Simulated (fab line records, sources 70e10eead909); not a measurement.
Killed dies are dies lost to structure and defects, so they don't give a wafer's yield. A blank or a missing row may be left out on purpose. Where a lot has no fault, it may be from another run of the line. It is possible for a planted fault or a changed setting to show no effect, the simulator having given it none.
Matching of chambers || flow nand harc || NHARC_A_WL_FILL_ALD_10 on ald hk-03 has 4 sister chambers
The step deposits SiO2, target thk 50 nm, pulse time 10 s, ald cycles 500. 8 wafers are shown with their chamber, then 10 later ones without.

## WAFERS PAIRED WITH THEIR CHAMBERS
{"wafer": "L076.1", "chamber": 2, "heater power w (W)": 494, "precursor pulse height rel": 1.011}
{"wafer": "L079.4", "chamber": 2, "heater power w (W)": 505, "precursor pulse height rel": 0.980}
{"wafer": "L081.4", "chamber": 1, "heater power w (W)": 435, "precursor pulse height rel": 1.005}
{"wafer": "L082.1", "chamber": 1, "heater power w (W)": 432, "precursor pulse height rel": 1.034}
{"wafer": "L082.2", "chamber": 3, "heater power w (W)": 455, "precursor pulse height rel": 0.988}
{"wafer": "L082.4", "chamber": 0, "heater power w (W)": 436, "precursor pulse height rel": 1.008}
{"wafer": "L087.1", "chamber": 0, "heater power w (W)": 443, "precursor pulse height rel": 1.027}
{"wafer": "L087.2", "chamber": 3, "heater power w (W)": 446, "precursor pulse height rel": 1.035}

## WAFERS WITH NO CHAMBER GIVEN
{"wafer": "L087.6", "heater power w (W)": 448, "precursor pulse height rel": 1.004}
{"wafer": "L088.1", "heater power w (W)": 495, "precursor pulse height rel": 1.034}
{"wafer": "L088.3", "heater power w (W)": 444, "precursor pulse height rel": 0.977}
{"wafer": "L088.5", "heater power w (W)": 450, "precursor pulse height rel": 1.031}
{"wafer": "L091.3", "heater power w (W)": 454, "precursor pulse height rel": 1.020}
{"wafer": "L091.1", "heater power w (W)": 512, "precursor pulse height rel": 1.017}
{"wafer": "L091.4", "heater power w (W)": 438, "precursor pulse height rel": 0.963}
{"wafer": "L093.3", "heater power w (W)": 443, "precursor pulse height rel": 1.000}
{"wafer": "L093.1", "heater power w (W)": 498, "precursor pulse height rel": 0.970}
{"wafer": "L093.2", "heater power w (W)": 458, "precursor pulse height rel": 0.993}

## WHICH CHAMBER EACH ONE RAN IN
{"wafer": "L087.6", "from the rows above": "can't be placed: 3 or 0", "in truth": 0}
{"wafer": "L088.1", "from the rows above": 2, "in truth": 2}
{"wafer": "L088.3", "from the rows above": "can't be placed: 3 or 0 or 1", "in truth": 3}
{"wafer": "L088.5", "from the rows above": "can't be placed: 3 or 0", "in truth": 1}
{"wafer": "L091.3", "from the rows above": "can't be placed: 3 or 0", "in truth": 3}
{"wafer": "L091.1", "from the rows above": 2, "in truth": 2}
{"wafer": "L091.4", "from the rows above": "can't be placed: 0 or 1 or 3", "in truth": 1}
{"wafer": "L093.3", "from the rows above": "can't be placed: 0 or 3 or 1", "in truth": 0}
{"wafer": "L093.1", "from the rows above": 2, "in truth": 2}
{"wafer": "L093.2", "from the rows above": "can't be placed: 3 or 0", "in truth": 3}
3 of 10 placed correctly. Unplaceable from these rows: 7, with the true chamber sitting among the candidates in 6. Wrongly placed: 0.
How it was worked out, from the rows above alone: a wafer's distance from a chamber is the root of the sum, over the readings, of the square of ((its reading less the chamber's mean) divided by the reading's scatter). The wafer belongs to the nearest chamber; if the next one is less than 2 further off, it can't be placed. A chamber's mean is the mean of its shown wafers. The scatter: the root of (the sum of the squares of (reading less its chamber's mean) over the shown wafers, divided by (wafers less chambers)).
